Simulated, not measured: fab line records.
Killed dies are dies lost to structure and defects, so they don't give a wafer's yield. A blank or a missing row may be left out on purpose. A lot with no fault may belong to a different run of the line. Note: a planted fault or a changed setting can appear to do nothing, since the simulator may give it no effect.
fab line records -- flow nand_harc
record lots=7, wafers=21, last_day=34
route steps=1302 shown A_DECK1_JOINT@541 A_ONON_D2@545 END@1302
lots that met no fault: from a run of the same line without faults
start_h: hours from the record's first day to the start of the lot's first wafer shown -- wait_h: hours elapsed since this lot's preceding step -- " same as the row above -- L1.1+2: a row that stands for several wafers -- - either no value or no given start -- * or withheld: withheld -- < > ~ a bound
route shown NAME@n: NAME is a module with steps in the file, n the number in the route of the first one -- usual: the fault-free wafers' mean and standard deviation -- same: alike in all rows -- chamber/n: place in a boat -- sites: the reading at each site -- _std_site: how widely they spread, as a standard deviation -- _edge_site: the outer-site mean with the inner-site mean subtracted -- radius_mm: how far each site lies from the wafer's centre -- mask NAME#n: copy n -- behind: the tool/chamber that last shaped the wafer -- hold: reason for holding the lot/hours on hold/outcome of the hold -- device: the transistor (n, p or np) that didn't switch -- end of line: the same wafers' tests at the end of the route -- a step with no rows: only its recipe -- killed: the dies lost at the first sort to structure and to defects; this is not the yield of the wafer -- map: shows each die of a wafer: x if killed, . if not, _ if none is there
set.NAME: setting as actually run; set.NAME@STEP: the setting as run at that earlier step -- model.NAME: the simulator's own value behind a step, which no gauge read
lots at some steps of the route; a table a step, a row a wafer
services: a tool's chamber out of use, with start hour (start_h, from the record's first day; less than 0 if before it), hours out, and reason
## steps
# step NHARC_A_DECK1_JOINT_SRD_15
# step NHARC_A_DECK1_JOINT_DEP_16
# recipe target_thk_a=450, temp_c=400, pressure_torr=6.5, rf_w=900, teos_flow_sccm=161.4, flow_sccm=2650, target_thk_nm=45, gas=O2, material=SiO2
# usual chamber_pressure_Torr=6.501/0.012, flow_sccm=2649/8.6, heater_power_outer_w=302/63, heater_power_w=577/93, throttle_valve_pct=15.6/0.5
lot.wafer,tool,chamber,start_h,wait_h,chamber_pressure_Torr,flow_sccm,heater_power_outer_w,heater_power_w,throttle_valve_pct
L174.1,pecvd-02,2,290.29,0.1,6.502,2659,255,544,15.7
L174.5,pecvd-02,0,290.29,0.1,6.498,2660,263,499,15.7
L174.6,pecvd-02,2,290.29,0.1,6.512,2646,265,518,15.7
L176.3,pecvd-01,2,301.88,0.1,6.505,2647,316,624,16.6
L176.2,pecvd-01,1,301.88,0.1,6.487,2643,337,634,15.5
L176.4,pecvd-01,0,301.88,0.1,6.514,2650,245,557,16.2
L175.1,pecvd-03,1,301.94,0.1,6.491,2649,228,522,15.6
L175.4,pecvd-03,2,301.94,0.1,6.496,2665,344,608,15.4
L175.5,pecvd-03,0,301.94,0.1,6.496,2645,271,425,16.3
L189.3,pecvd-01,1,433.70,0.1,6.515,2647,373,689,15.1
L189.6,pecvd-01,2,433.70,0.1,6.522,2647,373,681,16.3
L189.5,pecvd-01,1,433.70,0.1,6.529,2649,383,692,15.2
L190.1,pecvd-02,1,454.90,0.1,6.518,2632,274,527,14.9
L190.2,pecvd-02,2,454.90,0.1,6.505,2650,332,608,15.2
L190.6,pecvd-02,0,454.90,0.1,6.485,2652,254,503,15.0
L191.1,pecvd-03,0,457.18,0.1,6.488,2637,247,405,16.0
L191.4,pecvd-03,1,457.18,0.1,6.512,2652,262,580,15.5
L191.6,pecvd-03,2,457.18,0.1,6.504,2649,345,587,15.5
L196.2,pecvd-03,1,503.52,0.1,6.518,2655,252,553,15.6
L196.3,pecvd-03,2,503.52,0.1,6.496,2650,300,509,15.1
L196.5,pecvd-03,1,503.52,0.1,6.530,2643,248,554,15.5
# step NHARC_A_DECK1_JOINT_THK_MEAS_17
# recipe thk_meas_gauge=ellipsometry
# usual thk_nm=44.8/1
lot.wafer,tool,chamber,start_h,wait_h,thk_nm
L174.1,film_metro-01,-,290.51,0.2,43.5
L174.5,film_metro-01,-,290.51,0.2,45.1
L174.6,film_metro-01,-,290.51,0.2,44.8
L176.2,film_metro-02,-,302.16,0.2,44.0
L176.3,film_metro-02,-,302.16,0.2,44.5
L176.4,film_metro-02,-,302.16,0.2,46.1
L175.1,film_metro-01,-,302.16,0.2,44.9
L175.4,film_metro-01,-,302.16,0.2,45.1
L175.5,film_metro-01,-,302.16,0.2,45.4
L189.3,film_metro-01,-,433.93,0.2,43.3
L189.5,film_metro-01,-,433.93,0.2,44.3
L189.6,film_metro-01,-,433.93,0.2,45.5
L190.1,film_metro-01,-,455.15,0.2,45.6
L190.2,film_metro-01,-,455.15,0.2,43.4
L190.6,film_metro-01,-,455.15,0.2,44.7
L191.1,film_metro-02,-,457.46,0.3,45.2
L191.4,film_metro-02,-,457.46,0.3,46.3
L191.6,film_metro-02,-,457.46,0.3,44.7
L196.2,film_metro-01,-,503.80,0.3,46.0
L196.3,film_metro-01,-,503.80,0.3,44.8
L196.5,film_metro-01,-,503.80,0.3,44.8
# step NHARC_A_DECK1_JOINT_INSPECT_05
# usual raw_defect_count=306/100
lot.wafer,tool,chamber,start_h,wait_h,raw_defect_count
L174.1,defect_inspect-02,-,290.54,0.0,401
L174.5,defect_inspect-02,-,290.54,0.0,193
L174.6,defect_inspect-02,-,290.54,0.0,316
L176.2,defect_inspect-02,-,302.20,0.0,429
L176.3,defect_inspect-02,-,302.20,0.0,267
L176.4,defect_inspect-02,-,302.20,0.0,665
L175.1,defect_inspect-02,-,302.20,0.0,355
L175.4,defect_inspect-02,-,302.20,0.0,303
L175.5,defect_inspect-02,-,302.20,0.0,293
L189.3,defect_inspect-02,-,433.96,0.0,223
L189.5,defect_inspect-02,-,433.96,0.0,429
L189.6,defect_inspect-02,-,433.96,0.0,290
L190.1,defect_inspect-02,-,455.18,0.0,340
L190.2,defect_inspect-02,-,455.18,0.0,395
L190.6,defect_inspect-02,-,455.18,0.0,275
L191.1,defect_inspect-02,-,457.50,0.0,173
L191.4,defect_inspect-02,-,457.50,0.0,186
L191.6,defect_inspect-02,-,457.50,0.0,238
L196.2,defect_inspect-01,-,503.84,0.0,375
L196.3,defect_inspect-01,-,503.84,0.0,508
L196.5,defect_inspect-01,-,503.84,0.0,369
# step NHARC_A_ONON_D2_DEP_00
# recipe target_thk_a=10000, n2_flow_sccm=2750, n2o_flow_sccm=2000, nh3_flow_sccm=500, sih4_flow_sccm=210, temp_c=400
# step NHARC_A_ONON_D2_THK_MEAS_02
# recipe thk_meas_gauge=ellipsometry
# usual thk_nm=998/9.4
lot.wafer,tool,chamber,start_h,wait_h,thk_nm
L174.1,film_metro-01,-,291.13,-,1005
L174.5,film_metro-01,-,291.13,-,1006
L174.6,film_metro-01,-,291.13,-,1006
L176.2,film_metro-02,-,302.77,-,995
L176.3,film_metro-02,-,302.77,-,994
L176.4,film_metro-02,-,302.77,-,996
L175.1,film_metro-02,-,302.77,-,994
L175.4,film_metro-02,-,302.77,-,994
L175.5,film_metro-02,-,302.77,-,994
L189.3,film_metro-01,-,434.54,-,979
L189.5,film_metro-01,-,434.54,-,978
L189.6,film_metro-01,-,434.54,-,978
L190.1,film_metro-01,-,455.76,-,1001
L190.2,film_metro-01,-,455.76,-,1000
L190.6,film_metro-01,-,455.76,-,1001
L191.1,film_metro-02,-,458.20,-,988
L191.4,film_metro-02,-,458.20,-,988
L191.6,film_metro-02,-,458.20,-,988
L196.2,film_metro-02,-,504.42,-,1007
L196.3,film_metro-02,-,504.42,-,1006
L196.5,film_metro-02,-,504.42,-,1007
# step NHARC_A_ONON_D2_DEP_03
# recipe target_thk_a=10000, n2_flow_sccm=2750, n2o_flow_sccm=2000, nh3_flow_sccm=500, sih4_flow_sccm=210, temp_c=400
# step NHARC_A_ONON_D2_THK_MEAS_05
# recipe thk_meas_gauge=ellipsometry
# usual thk_nm=1002/9.4
lot.wafer,tool,chamber,start_h,wait_h,thk_nm
L174.1,film_metro-02,-,291.69,-,1007
L174.5,film_metro-02,-,291.69,-,1006
L174.6,film_metro-02,-,291.69,-,1005
L176.2,film_metro-02,-,303.33,-,991
L176.3,film_metro-02,-,303.33,-,994
L176.4,film_metro-02,-,303.33,-,991
L175.1,film_metro-01,-,303.46,-,998
L175.4,film_metro-01,-,303.46,-,998
L175.5,film_metro-01,-,303.46,-,997
L189.3,film_metro-02,-,435.14,-,1003
L189.5,film_metro-02,-,435.14,-,1003
L189.6,film_metro-02,-,435.14,-,1003
L190.1,film_metro-01,-,456.32,-,1002
L190.2,film_metro-01,-,456.32,-,1001
L190.6,film_metro-01,-,456.32,-,1001
L191.1,film_metro-01,-,458.90,-,993
L191.4,film_metro-01,-,458.90,-,993
L191.6,film_metro-01,-,458.90,-,993
L196.2,film_metro-02,-,504.98,-,1011
L196.3,film_metro-02,-,504.98,-,1007
L196.5,film_metro-02,-,504.98,-,1009
# step NHARC_A_ONON_D2_DEP_06
# recipe target_thk_a=10000, n2_flow_sccm=2750, n2o_flow_sccm=2000, nh3_flow_sccm=500, sih4_flow_sccm=210, temp_c=400
# step NHARC_A_ONON_D2_THK_MEAS_08
# recipe thk_meas_gauge=ellipsometry
# usual thk_nm=999/11
lot.wafer,tool,chamber,start_h,wait_h,thk_nm
L174.1,film_metro-02,-,292.26,-,1003
L174.5,film_metro-02,-,292.26,-,1003
L174.6,film_metro-02,-,292.26,-,1004
L176.2,film_metro-02,-,303.90,-,1023
L176.3,film_metro-02,-,303.90,-,1024
L176.4,film_metro-02,-,303.90,-,1023
L175.1,film_metro-02,-,304.03,-,992
L175.4,film_metro-02,-,304.03,-,991
L175.5,film_metro-02,-,304.03,-,991
L189.3,film_metro-01,-,435.70,-,995
L189.5,film_metro-01,-,435.70,-,994
L189.6,film_metro-01,-,435.70,-,995
L190.1,film_metro-01,-,456.89,-,979
L190.2,film_metro-01,-,456.89,-,980
L190.6,film_metro-01,-,456.89,-,980
L191.1,film_metro-02,-,459.47,-,1001
L191.4,film_metro-02,-,459.47,-,1000
L191.6,film_metro-02,-,459.47,-,1000
L196.2,film_metro-02,-,505.55,-,1004
L196.3,film_metro-02,-,505.55,-,1006
L196.5,film_metro-02,-,505.55,-,1005
# step NHARC_A_ONON_D2_DEP_09
# recipe target_thk_a=10000, n2_flow_sccm=2750, n2o_flow_sccm=2000, nh3_flow_sccm=500, sih4_flow_sccm=210, temp_c=400
# step NHARC_A_ONON_D2_THK_MEAS_11
# recipe thk_meas_gauge=ellipsometry
# usual thk_nm=1003/6.4
lot.wafer,tool,chamber,start_h,wait_h,thk_nm
L174.1,film_metro-02,-,292.82,-,998
L174.5,film_metro-02,-,292.82,-,1000
L174.6,film_metro-02,-,292.82,-,1002
L176.2,film_metro-01,-,304.47,-,1004
L176.3,film_metro-01,-,304.47,-,1005
L176.4,film_metro-01,-,304.47,-,1004
L175.1,film_metro-01,-,304.60,-,1017
L175.4,film_metro-01,-,304.60,-,1018
L175.5,film_metro-01,-,304.60,-,1017
L189.3,film_metro-02,-,436.27,-,1005
L189.5,film_metro-02,-,436.27,-,1008
L189.6,film_metro-02,-,436.27,-,1007
L190.1,film_metro-01,-,457.46,-,1001
L190.2,film_metro-01,-,457.46,-,1002
L190.6,film_metro-01,-,457.46,-,1003
L191.1,film_metro-02,-,460.15,-,1015
L191.4,film_metro-02,-,460.15,-,1015
L191.6,film_metro-02,-,460.15,-,1014
L196.2,film_metro-01,-,506.12,-,997
L196.3,film_metro-01,-,506.12,-,1000
L196.5,film_metro-01,-,506.12,-,998
# step NHARC_A_ONON_D2_DEP_12
# recipe target_thk_a=10000, n2_flow_sccm=2750, n2o_flow_sccm=2000, nh3_flow_sccm=500, sih4_flow_sccm=210, temp_c=400
# usual n2_flow_sccm=2749/8.1, n2o_flow_sccm=2000/5.2, nh3_flow_sccm=499.7/1.4
lot.wafer,tool,chamber,start_h,wait_h,n2_flow_sccm,n2o_flow_sccm,nh3_flow_sccm
L174.1,pecvd_onon-03,0,292.88,0.1,2744,2002,499.2
L174.5,pecvd_onon-03,0,292.88,0.1,2755,2011,497.5
L174.6,pecvd_onon-03,0,292.88,0.1,2748,2001,498.5
L176.2,pecvd_onon-04,0,304.59,0.1,2749,1996,499.3
L176.3,pecvd_onon-04,0,304.59,0.1,2754,1996,498.8
L176.4,pecvd_onon-04,0,304.59,0.1,2747,2000,499.3
L175.1,pecvd_onon-03,0,304.66,0.1,2750,2000,498.7
L175.4,pecvd_onon-03,0,304.66,0.1,2744,2006,499.3
L175.5,pecvd_onon-03,0,304.66,0.1,2747,2002,501.7
L189.3,pecvd_onon-01,-,436.44,0.2,-,-,-
L189.5,pecvd_onon-01,-,436.44,0.2,-,-,-
L189.6,pecvd_onon-01,-,436.44,0.2,-,-,-
L190.1,pecvd_onon-03,-,457.51,0.1,-,-,-
L190.2,pecvd_onon-03,-,457.51,0.1,-,-,-
L190.6,pecvd_onon-03,-,457.51,0.1,-,-,-
L191.1,pecvd_onon-03,-,460.21,0.1,-,-,-
L191.4,pecvd_onon-03,-,460.21,0.1,-,-,-
L191.6,pecvd_onon-03,-,460.21,0.1,-,-,-
L196.2,pecvd_onon-03,0,506.23,0.1,2743,1999,501.5
L196.3,pecvd_onon-03,0,506.23,0.1,2747,2006,500.3
L196.5,pecvd_onon-03,0,506.23,0.1,2746,2003,500.5
# step NHARC_END_SORT_01
# recipe temp_c=25
# usual killed_at_array=58/20, killed_at_other=0.8/1, killed_at_periphery=4.6/2.8, killed_dies=63/19, killed_open=3.4/2, killed_short=2.4/1.8
# same gross_dies=677
lot.wafer,tool,chamber,start_h,wait_h,killed_at_array,killed_at_other,killed_at_periphery,killed_dies,killed_open,killed_short
L176.2,prober-01,0,588.83,2.8,61,1,4,66,3,1
L176.3,prober-01,0,589.62,3.1,46,0,1,47,3,3
L176.4,prober-01,0,590.41,3.4,67,0,2,69,3,2
L189.3,prober-01,0,728.18,3.1,677,0,0,677,3,2
L189.5,prober-01,0,729.78,3.7,675,0,2,677,3,3
L189.6,prober-01,0,730.59,4.0,674,1,2,677,4,2
L190.1,prober-01,0,761.47,2.5,675,0,2,677,4,1
L190.2,prober-01,0,762.27,2.8,673,0,4,677,3,2
L190.6,prober-01,0,765.47,4.0,673,0,4,677,4,3
L191.1,prober-01,0,769.25,2.5,675,1,1,677,2,2
L191.4,prober-01,0,771.67,3.4,674,0,3,677,6,2
L191.6,prober-01,0,773.28,4.0,675,1,1,677,4,4
# killed by level:class
L176.2 A_SLIT:chamber_film_flake=26 A_CHANNEL_HOLE_D2:chamber_film_flake=21 A_CHANNEL_HOLE_D1:chamber_film_flake=3 A_CONTACT:chamber_film_flake=3 A_BONDPAD:chamber_film_flake=3 P_CONTACT:geometric_particle:open=2 P_GATE:chamber_film_flake=2 A_CHANNEL_FILL_D1:chamber_film_flake=2
L176.3 A_CHANNEL_HOLE_D2:chamber_film_flake=22 A_SLIT:chamber_film_flake=11 A_DECK1_JOINT:chamber_film_flake=3 A_BONDPAD:chamber_film_flake=3 A_ONON_D2:geometric_particle:short=2 P_CONTACT:geometric_particle:open=1 A_DECK1_JOINT:geometric_particle:short=1 A_ONON_D2:geometric_particle:open=1
L176.4 A_CHANNEL_HOLE_D2:chamber_film_flake=31 A_SLIT:chamber_film_flake=22 A_BONDPAD:chamber_film_flake=6 A_CHANNEL_FILL_D1:chamber_film_flake=2 P_CONTACT:geometric_particle:open=1 A_SOURCE_PLATE:geometric_particle:short=1 A_ONON_D2:geometric_particle:short=1 A_ONON_D2:geometric_particle:open=1
L189.3 A_ONON_D2:area_dep=624 A_SLIT:chamber_film_flake=29 A_CHANNEL_HOLE_D1:chamber_film_flake=9 A_CONTACT:chamber_film_flake=5 A_CHANNEL_FILL_D1:geometric_particle:open=2 A_SGD_CUT:chamber_film_flake=2 A_BLC:chamber_film_flake=2 A_DECK1_JOINT:geometric_particle:open=1
L189.5 A_ONON_D2:area_dep=615 A_SLIT:chamber_film_flake=29 A_CHANNEL_HOLE_D1:chamber_film_flake=11 A_CONTACT:chamber_film_flake=9 A_SGD_CUT:chamber_film_flake=2 A_ONON_D1:geometric_particle:short=1 A_CHANNEL_FILL_D1:geometric_particle:open=1 A_CHANNEL_FILL_D1:geometric_particle:short=1
L189.6 A_ONON_D2:area_dep=630 A_SLIT:chamber_film_flake=19 A_CONTACT:chamber_film_flake=8 A_CHANNEL_HOLE_D1:chamber_film_flake=4 A_BLC:chamber_film_flake=3 A_ONON_D2:geometric_particle:open=2 A_ONON_D1:geometric_particle:short=1 A_ONON_D2:geometric_particle:short=1
L190.1 A_ONON_D2:area_dep=620 A_SLIT:chamber_film_flake=23 A_CHANNEL_HOLE_D1:chamber_film_flake=11 A_STAIRCASE:chamber_film_flake=8 A_CONTACT:chamber_film_flake=6 A_WL_FILL:chamber_film_flake=3 P_M0:geometric_particle:open=1 A_SOURCE_PLATE:geometric_particle:open=1
L190.2 A_ONON_D2:area_dep=613 A_SLIT:chamber_film_flake=36 A_CHANNEL_HOLE_D1:chamber_film_flake=10 A_CONTACT:chamber_film_flake=7 A_WL_FILL:chamber_film_flake=2 P_GATE:geometric_particle:open=1 A_ONON_D1:geometric_particle:open=1 A_ONON_D1:geometric_particle:short=1
L190.6 A_ONON_D2:area_dep=620 A_SLIT:chamber_film_flake=26 A_CHANNEL_HOLE_D1:chamber_film_flake=13 A_STAIRCASE:chamber_film_flake=5 P_M0:chamber_film_flake=2 A_WL_FILL:chamber_film_flake=2 P_M0:geometric_particle:short=1 A_ONON_D1:geometric_particle:short=1
L191.1 A_ONON_D2:area_dep=589 A_SLIT:chamber_film_flake=37 A_CHANNEL_HOLE_D1:chamber_film_flake=32 A_CHANNEL_HOLE_D2:chamber_film_flake=5 A_STAIRCASE:chamber_film_flake=3 A_CONTACT:chamber_film_flake=3 A_WL_FILL:chamber_film_flake=2 A_CHANNEL_FILL_D1:geometric_particle:short=1
L191.4 A_ONON_D2:area_dep=621 A_CHANNEL_HOLE_D1:chamber_film_flake=17 A_SLIT:chamber_film_flake=16 A_STAIRCASE:chamber_film_flake=4 A_WL_FILL:chamber_film_flake=4 A_CONTACT:geometric_particle:open=3 A_CHANNEL_HOLE_D2:chamber_film_flake=3 P_CONTACT:geometric_particle:open=2
L191.6 A_ONON_D2:area_dep=582 A_CHANNEL_HOLE_D1:chamber_film_flake=35 A_SLIT:chamber_film_flake=35 A_CONTACT:chamber_film_flake=5 A_WL_FILL:chamber_film_flake=4 A_CHANNEL_HOLE_D2:chamber_film_flake=3 A_DECK1_JOINT:geometric_particle:open=2 A_STAIRCASE:chamber_film_flake=2
# map L189.3 (x killed, . not)
____________x____________
_________xxxxxxx_________
_______xxxxxxxxxxx_______
______xxxxxxxxxxxxx______
_____xxxxxxxxxxxxxxx_____
____xxxxxxxxxxxxxxxxx____
____xxxxxxxxxxxxxxxxx____
___xxxxxxxxxxxxxxxxxxx___
___xxxxxxxxxxxxxxxxxxx___
__xxxxxxxxxxxxxxxxxxxxx__
__xxxxxxxxxxxxxxxxxxxxx__
_xxxxxxxxxxxxxxxxxxxxxxx_
_xxxxxxxxxxxxxxxxxxxxxxx_
_xxxxxxxxxxxxxxxxxxxxxxx_
_xxxxxxxxxxxxxxxxxxxxxxx_
_xxxxxxxxxxxxxxxxxxxxxxx_
xxxxxxxxxxxxxxxxxxxxxxxxx
xxxxxxxxxxxxxxxxxxxxxxxxx
xxxxxxxxxxxxxxxxxxxxxxxxx
xxxxxxxxxxxxxxxxxxxxxxxxx
xxxxxxxxxxxxxxxxxxxxxxxxx
_xxxxxxxxxxxxxxxxxxxxxxx_
_xxxxxxxxxxxxxxxxxxxxxxx_
_xxxxxxxxxxxxxxxxxxxxxxx_
_xxxxxxxxxxxxxxxxxxxxxxx_
_xxxxxxxxxxxxxxxxxxxxxxx_
__xxxxxxxxxxxxxxxxxxxxx__
__xxxxxxxxxxxxxxxxxxxxx__
___xxxxxxxxxxxxxxxxxxx___
___xxxxxxxxxxxxxxxxxxx___
____xxxxxxxxxxxxxxxxx____
____xxxxxxxxxxxxxxxxx____
_____xxxxxxxxxxxxxxx_____
______xxxxxxxxxxxxx______
_______xxxxxxxxxxx_______
_________xxxxxxx_________
____________x____________
# map L190.1 (x killed, . not)
____________x____________
_________xxxxxxx_________
_______xxxxxxxxxxx_______
______xxxxxxxxxxxxx______
_____xxxxxxxxxxxxxxx_____
____xxxxxxxxxxxxxxxxx____
____xxxxxxxxxxxxxxxxx____
___xxxxxxxxxxxxxxxxxxx___
___xxxxxxxxxxxxxxxxxxx___
__xxxxxxxxxxxxxxxxxxxxx__
__xxxxxxxxxxxxxxxxxxxxx__
_xxxxxxxxxxxxxxxxxxxxxxx_
_xxxxxxxxxxxxxxxxxxxxxxx_
_xxxxxxxxxxxxxxxxxxxxxxx_
_xxxxxxxxxxxxxxxxxxxxxxx_
_xxxxxxxxxxxxxxxxxxxxxxx_
xxxxxxxxxxxxxxxxxxxxxxxxx
xxxxxxxxxxxxxxxxxxxxxxxxx
xxxxxxxxxxxxxxxxxxxxxxxxx
xxxxxxxxxxxxxxxxxxxxxxxxx
xxxxxxxxxxxxxxxxxxxxxxxxx
_xxxxxxxxxxxxxxxxxxxxxxx_
_xxxxxxxxxxxxxxxxxxxxxxx_
_xxxxxxxxxxxxxxxxxxxxxxx_
_xxxxxxxxxxxxxxxxxxxxxxx_
_xxxxxxxxxxxxxxxxxxxxxxx_
__xxxxxxxxxxxxxxxxxxxxx__
__xxxxxxxxxxxxxxxxxxxxx__
___xxxxxxxxxxxxxxxxxxx___
___xxxxxxxxxxxxxxxxxxx___
____xxxxxxxxxxxxxxxxx____
____xxxxxxxxxxxxxxxxx____
_____xxxxxxxxxxxxxxx_____
______xxxxxxxxxxxxx______
_______xxxxxxxxxxx_______
_________xxxxxxx_________
____________x____________
## services
tool,chamber,start_h,hours,kind
pecvd_onon-01,-,269.00,13.0,pm
pecvd-03,-,276.67,0.6,repair
pecvd-01,-,311.18,13.0,pm
pecvd_onon-04,-,311.31,13.0,pm
pecvd-03,1,319.52,-,calibration
pecvd-02,-,328.18,1.4,repair
pecvd-01,-,329.90,0.8,repair
pecvd-03,-,366.40,13.0,pm
pecvd-03,0,366.40,13.0,vent_cycle
pecvd-03,1,366.40,13.0,vent_cycle
pecvd-03,2,366.40,13.0,vent_cycle
pecvd-03,0,379.40,-,clean
pecvd-03,-,403.63,1.7,repair
pecvd-02,1,405.17,5.9,repair
pecvd_onon-03,-,408.29,13.0,pm
pecvd-02,-,408.40,13.0,pm
pecvd_onon-04,-,419.59,6.2,repair
pecvd-03,-,439.69,1.6,repair
pecvd_onon-04,-,445.13,1.8,repair
pecvd_onon-01,-,450.00,13.0,pm
pecvd-01,-,492.08,0.7,repair
pecvd_onon-04,-,492.31,13.0,pm
pecvd-01,-,492.79,13.0,pm
pecvd-03,-,495.57,1.1,repair
## key
first_sign step=NHARC_A_ONON_D2_DEP_12, reading=tool_record, direction=missing
effect step=NHARC_END_SORT_01, reading=killed_dies, direction=up, sigmas=32, usual=63, struck=677
more_kills_born_at NHARC_A_ONON_D2_DEP_12@pecvd_onon-03=3645, NHARC_A_ONON_D2_DEP_12@pecvd_onon-01=1869
met_at NHARC_A_ONON_D2_DEP_12
struck_wafers L189.3,L189.5,L189.6,L190.1,L190.2,L190.6,L191.1,L191.4,L191.6
later_rows_left_out L189.3,L189.5,L189.6,L190.1,L190.2,L190.6,L191.1,L191.4,L191.6
tester_left_out L189,L190,L191
onset_between 304.66 436.44
fault kind=skipped_step_whole, tool=pecvd_onon-01,pecvd_onon-03, chamber=-, onset_h=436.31, steps=NHARC_A_ONON_D2_DEP_12, scope=struck_lots_only
# tester_left_out: of these lots the tester's yield and bins aren't shown, on N5 and GAA mostly nor the transistor test; their killed dies are dies lost to structure and defects alone, not to doping, threshold or leakage, so they don't give the yield
# later_rows_left_out: the simulator's readings of these wafers behind a module that went badly wrong aren't trusted and aren't shown, but for the sort
